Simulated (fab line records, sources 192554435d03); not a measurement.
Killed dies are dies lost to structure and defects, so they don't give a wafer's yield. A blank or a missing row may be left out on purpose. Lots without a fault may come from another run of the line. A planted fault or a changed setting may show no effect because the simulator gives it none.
Which tool did it? | flow n5_finfet | 10 lots, 30 wafers sampled, at 5 steps of a route of 1938

WHAT THE GAUGES READ, wafer by wafer
N5_BEOL_M4_RC_MEAS_101. Usual: DIBL_N 37.3 mV/V, standard deviation 2.3; DIBL_P 37.4 mV/V, standard deviation 2.9; IOFF_N 0.18 nA/um, standard deviation 0.045; IOFF_P 0.25 nA/um, standard deviation 0.054; ION_N 679 uA/um, standard deviation 15; ION_P 468 uA/um, standard deviation 9.7; SS_N 71.8 mV/dec, standard deviation 0.62; SS_P 73.6 mV/dec, standard deviation 0.76; VT_N 248 mV, standard deviation 4.1; VT_P -248 mV, standard deviation 3.6.
lot  | measured     | on        | DIBL_N (mV/V)  | DIBL_P (mV/V)  | IOFF_N (nA/um) | IOFF_P (nA/um) | ION_N (uA/um) | ION_P (uA/um) | SS_N (mV/dec)  | SS_P (mV/dec)  | VT_N (mV)   | VT_P (mV)      | flag
L616 | day 8 21:56  | prober-02 | 33.6 32.9 37.0 | 32.9 33.4 36.0 | 0.12 0.12 0.18 | 0.20 0.20 0.24 | 655 667 675   | 456 469 464   | 71.0 70.7 71.3 | 73.3 72.9 73.5 | 252 255 247 | -247 -248 -249 |
L618 | day 8 22:00  | prober-01 | 36.8 38.7 37.2 | 36.0 38.6 37.3 | 0.17 0.21 0.18 | 0.23 0.28 0.26 | 683 687 692   | 464 473 480   | 71.3 72.1 71.9 | 73.0 74.0 74.4 | 251 247 248 | -249 -245 -245 |
L619 | day 9 03:22  | prober-02 | 39.0 40.6 37.3 | 39.4 43.2 38.2 | 0.20 0.26 0.17 | 0.25 0.31 0.22 | 681 693 698   | 464 473 469   | 71.6 72.8 72.0 | 74.0 74.9 73.0 | 247 243 248 | -249 -248 -251 |
L621 | day 9 07:28  | prober-01 | 35.1 37.2 37.0 | 35.3 38.0 37.3 | 0.15 0.19 0.19 | 0.22 0.27 0.26 | 687 687 687   | 473 472 470   | 71.1 72.2 71.5 | 73.1 73.1 73.8 | 246 245 245 | -248 -245 -247 |
L626 | day 11 02:35 | prober-02 | 39.9 41.4 40.8 | 41.3 42.9 42.1 | 0.23 0.26 0.24 | 0.32 0.39 0.35 | 704 688 692   | 487 475 484   | 72.3 72.9 71.7 | 74.4 74.6 74.7 | 243 241 241 | -244 -241 -241 |
L627 | day 11 20:29 | prober-02 | 39.9 33.8 36.5 | 41.6 33.4 36.2 | 0.25 0.12 0.15 | 0.33 0.18 0.22 | 703 675 658   | 481 470 465   | 71.6 71.2 71.5 | 73.8 72.9 73.8 | 245 252 253 | -243 -251 -247 |
L628 | day 11 02:22 | prober-01 | 38.6 37.7 35.2 | 39.5 38.2 35.6 | 0.19 0.17 0.12 | 0.26 0.25 0.21 | 668 683 647   | 457 469 448   | 72.1 72.4 72.0 | 74.2 73.5 74.0 | 248 248 253 | -251 -251 -252 |
L633 | day 12 10:40 | prober-02 | 39.6 41.1 36.8 | 38.4 40.5 33.9 | 0.19 0.23 0.14 | 0.25 0.32 0.17 | 683 682 653   | 464 467 449   | 71.9 73.4 71.7 | 74.1 74.8 72.3 | 248 246 255 | -251 -244 -253 |
L636 | day 13 12:40 | prober-01 | 38.2 38.9 34.8 | 37.6 41.0 34.9 | 0.17 0.22 0.12 | 0.22 0.31 0.19 | 663 688 654   | 455 470 460   | 72.4 72.6 71.5 | 73.6 74.6 73.9 | 254 244 257 | -252 -246 -251 |
L637 | day 13 13:46 | prober-02 | 38.2 37.2 34.7 | 36.8 36.0 33.0 | 0.19 0.18 0.13 | 0.30 0.26 0.21 | 680 681 675   | 476 468 472   | 71.5 71.3 71.0 | 73.7 73.0 72.6 | 246 246 251 | -242 -246 -248 |

WHICH TOOL RAN EACH LOT (tool, then ch and the chambers of the sampled wafers, then the start)
lot  | N5_MOL_CONTACT_COAG_PRE_CLEAN_141 | N5_MOL_CONTACT_COAG_CO_FILL_22  | N5_MOL_CONTACT_COAG_CMP_23    | N5_MOL_CONTACT_COAG_CMP_28
L616 | pvd_sputter-02, day 5 09:02       | cvd_co-01 ch 0,1,2, day 5 09:31 | cmp-01 ch 2,3, day 5 12:52    | cmp-04 ch 0,1, day 5 15:16
L618 | pvd_sputter-01, day 5 22:50       | cvd_co-02 ch 0,2, day 5 23:01   | cmp-02 ch 2,3, day 6 02:52    | cmp-04 ch 0,2,3, day 6 05:20
L619 | pvd_sputter-02, day 6 03:31       | cvd_co-01 ch 1,2, day 6 03:41   | cmp-02 ch 0,1,3, day 6 05:40  | cmp-04 ch 0,1,2, day 6 08:21
L621 | pvd_sputter-03, day 6 12:33       | cvd_co-01 ch 0,1, day 6 12:44   | cmp-02 ch 2,3, day 6 15:13    | cmp-02 ch 0,1,3, day 6 17:36
L626 | pvd_sputter-02, day 7 22:03       | cvd_co-01 ch 0,1,2, day 7 22:14 | cmp-02 ch 0,3, day 8 01:13    | cmp-01 ch 1,2, day 8 03:39
L627 | pvd_sputter-03, day 8 01:01       | cvd_co-02 ch 1,2, day 8 01:12   | cmp-02 ch 0,1,3, day 8 05:50  | cmp-04 ch 0,1, day 8 08:08
L628 | pvd_sputter-02, day 8 06:14       | cvd_co-02 ch 0,1,2, day 8 06:42 | cmp-02 ch 0,1,3, day 8 08:59  | cmp-01 ch 2,3, day 8 11:17
L633 | pvd_sputter-03, day 9 14:44       | cvd_co-02 ch 1,2, day 9 14:55   | cmp-01 ch 0,2,3, day 9 18:01  | cmp-02 ch 0,1, day 9 20:23
L636 | pvd_sputter-03, day 10 11:11      | cvd_co-02 ch 1,2, day 10 11:22  | cmp-01 ch 0,3, day 10 13:50   | cmp-02 ch 0,2,3, day 10 17:02
L637 | pvd_sputter-02, day 10 16:10      | cvd_co-02 ch 1, day 10 16:55    | cmp-01 ch 0,2,3, day 10 19:36 | cmp-01 ch 1,2,3, day 10 21:59
- N5_MOL_CONTACT_COAG_PRE_CLEAN_141: time 60 s.
- N5_MOL_CONTACT_COAG_CO_FILL_22: material Co, precursor CCTBA/H2, target thk 20 nm.
- N5_MOL_CONTACT_COAG_CMP_23: polishes, stops on SiO2, t overpolish 1.5 s, target thk 0 nm.
- N5_MOL_CONTACT_COAG_CMP_28: polishes, stops on SiNx, t overpolish 0.85 s, target thk 14.522 nm.

WHAT THE TOOLS THEMSELVES READ (means of the sampled wafers that have a number; where no wafer has one, the mark that the record gives instead)
N5_MOL_CONTACT_COAG_PRE_CLEAN_141. Usual: heater_power_w 455 W, standard deviation 44.
lot  | tool           | heater_power_w (W) | flag
L616 | pvd_sputter-02 | 444                |
L618 | pvd_sputter-01 | 486                |
L619 | pvd_sputter-02 | 429                |
L621 | pvd_sputter-03 | 499                |
L626 | pvd_sputter-02 | 454                |
L627 | pvd_sputter-03 | 453                |
L628 | pvd_sputter-02 | 434                |
L633 | pvd_sputter-03 | 423                |
L636 | pvd_sputter-03 | 440                |
L637 | pvd_sputter-02 | 392                |

N5_MOL_CONTACT_COAG_CO_FILL_22. Usual: heater_power_w 222 W, standard deviation 33.
lot  | tool      | heater_power_w (W) | flag
L616 | cvd_co-01 | 243                |
L618 | cvd_co-02 | 216                |
L619 | cvd_co-01 | 242                |
L621 | cvd_co-01 | 236                |
L626 | cvd_co-01 | 241                |
L627 | cvd_co-02 | 188                |
L628 | cvd_co-02 | 213                |
L633 | cvd_co-02 | 188                |
L636 | cvd_co-02 | 187                |
L637 | cvd_co-02 | 187                |

N5_MOL_CONTACT_COAG_CMP_23. Usual: head_pressure_psi 2.000 psi, standard deviation 0.0042; motor_current_A 8.0 A, standard deviation 0.58; overpolish_run_s 1.500 s, standard deviation 0.008; time_to_endpoint_s 10.8 s, standard deviation 1.9.
lot  | tool   | head_pressure_psi (psi) | motor_current_A (A) | overpolish_run_s (s) | time_to_endpoint_s (s) | flag
L616 | cmp-01 | 1.997                   | 7.5                 | 1.500                | 10.0                   |
L618 | cmp-02 | 1.999                   | 8.1                 | 1.506                | 9.7                    |
L619 | cmp-02 | 2.003                   | 8.2                 | 1.498                | 13.0                   |
L621 | cmp-02 | 2.001                   | 8.0                 | 1.496                | 9.3                    |
L626 | cmp-02 | 2.001                   | 8.4                 | 1.501                | 8.5                    |
L627 | cmp-02 | 1.736                   | 7.5                 | 1.505                | 13.0                   | OFF
L628 | cmp-02 | 1.736                   | 7.8                 | 1.498                | 12.7                   | OFF
L633 | cmp-01 | 2.002                   | 7.7                 | 1.497                | 10.5                   |
L636 | cmp-01 | 2.002                   | 7.8                 | 1.497                | 12.9                   |
L637 | cmp-01 | 1.998                   | 7.7                 | 1.495                | 10.2                   |

N5_MOL_CONTACT_COAG_CMP_28. Usual: head_pressure_psi 4.150 psi, standard deviation 0.01; motor_current_A 12.5 A, standard deviation 0.98; time_to_endpoint_s 5.9 s, standard deviation 2.2.
lot  | tool   | head_pressure_psi (psi) | motor_current_A (A) | time_to_endpoint_s (s) | flag
L616 | cmp-04 | 4.146                   | 12.1                | 3.9                    |
L618 | cmp-04 | 4.143                   | 12.0                | 5.7                    |
L619 | cmp-04 | 4.152                   | 12.1                | 4.3                    |
L621 | cmp-02 | 4.149                   | 12.1                | 7.1                    |
L626 | cmp-01 | 4.144                   | 11.8                | 7.7                    |
L627 | cmp-04 | 4.154                   | 12.0                | 5.9                    |
L628 | cmp-01 | 4.148                   | 11.2                | 8.4                    |
L633 | cmp-02 | 4.149                   | 13.7                | 4.0                    |
L636 | cmp-02 | 4.151                   | 12.8                | 4.4                    |
L637 | cmp-01 | 4.145                   | 11.8                | 9.5                    |

THE ANSWER, worked out from the rows above alone
Rule: a lot is off if the mean of its wafers that have a number lies more than 3 standard deviations from the usual mean. A lot without any number at a reading at which 4 lots or more have one is off too. The other lots that the step has rows for count as sound. The gauges are gone through in route order, then the tools' own readings, and for those a lot's mean is taken as printed above. The first step at which some lot is off is used, and at that step the reading that is off furthest; a lot without a number counts as furthest.
Off: L627, L628, at N5_MOL_CONTACT_COAG_CMP_23 (head_pressure_psi).
A tool fits if, at that step or a process step before it, it ran every lot that is off, and no sound lot after the first of them. One fits: cmp-02 at N5_MOL_CONTACT_COAG_CMP_23. Its last sound lot is L626 (day 8 01:13), its first lot that is off L627 (day 8 05:50): a fault that began between those two fits.
The tool's own readings at N5_MOL_CONTACT_COAG_CMP_23 bear it out: on the lots that are off they differ by more than 5 times the standard deviation of the sound lots' means. head_pressure_psi reads 1.736 psi there against 2.000 psi on the sound lots.

WHAT THE SIMULATOR HAD PUT IN
Process parameter drift: cmp-02, from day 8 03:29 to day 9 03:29, at N5_MOL_CONTACT_COAG_CMP_23. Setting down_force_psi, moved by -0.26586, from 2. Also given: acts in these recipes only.
Lots struck among those shown: L628, L627. The rule above found the same.
